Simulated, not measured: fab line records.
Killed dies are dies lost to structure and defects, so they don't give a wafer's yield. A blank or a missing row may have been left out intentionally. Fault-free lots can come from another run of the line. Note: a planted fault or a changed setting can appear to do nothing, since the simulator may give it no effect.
Matching of chambers | flow nandHarc | NHARC_A_STAIRCASE_ETCHBACK_157 on rieDiel-05: 4 sister chambers
The step etches the open film in CH3F/O2, target depth 90 nm, time 167.14 s. 8 wafers are shown with their chamber, then 12 later ones without.

WAFERS WITH THEIR CHAMBER
wafer  | chamber | drypumpMotorCurrentA (A) | showerheadPlenumPTorr (Torr)
L086.2 | 0       | 4.7                      | 2.42
L086.3 | 3       | 6.5                      | 2.66
L087.2 | 2       | 6.1                      | 2.33
L087.4 | 1       | 5.7                      | 2.41
L087.5 | 1       | 5.7                      | 2.41
L090.1 | 3       | 6.5                      | 2.65
L090.3 | 2       | 6.2                      | 2.33
L090.6 | 0       | 4.8                      | 2.42

WAFERS WHOSE CHAMBER IS MISSING
wafer  | drypumpMotorCurrentA (A) | showerheadPlenumPTorr (Torr)
L088.2 | 6.2                      | 2.33
L088.3 | 5.7                      | 2.41
L088.6 | 6.5                      | 2.65
L091.1 | 4.8                      | 2.42
L091.4 | 6.1                      | 2.33
L091.6 | 6.5                      | 2.65
L095.1 | 6.5                      | 2.64
L095.3 | 5.7                      | 2.40
L095.6 | 6.1                      | 2.32
L095.2 | 4.8                      | 2.41
L095.4 | 6.1                      | 2.32
L095.5 | 5.7                      | 2.40

EACH ONE'S CHAMBER
wafer  | from the rows above | in truth
L088.2 | 2                   | 2
L088.3 | 1                   | 1
L088.6 | 3                   | 3
L091.1 | 0                   | 0
L091.4 | 2                   | 2
L091.6 | 3                   | 3
L095.1 | 3                   | 3
L095.3 | 1                   | 1
L095.6 | 2                   | 2
L095.2 | 0                   | 0
L095.4 | 2                   | 2
L095.5 | 1                   | 1
Placed correctly: 12 of 12. Can't be placed from these rows: 0. 0 placed wrongly.
How it was worked out, from the rows above alone: a wafer's distance from a chamber is the root of the sum, over the readings, of the square of ((its reading less the chamber's mean) divided by the reading's scatter). If the next closest chamber is less than 2 further off than the closest, the wafer can't be placed; otherwise it belongs to the closest. The mean given for a chamber averages the wafers shown for that chamber. The scatter: the root of (the sum of the squares of (reading less its chamber's mean) over the shown wafers, divided by (wafers less chambers)).
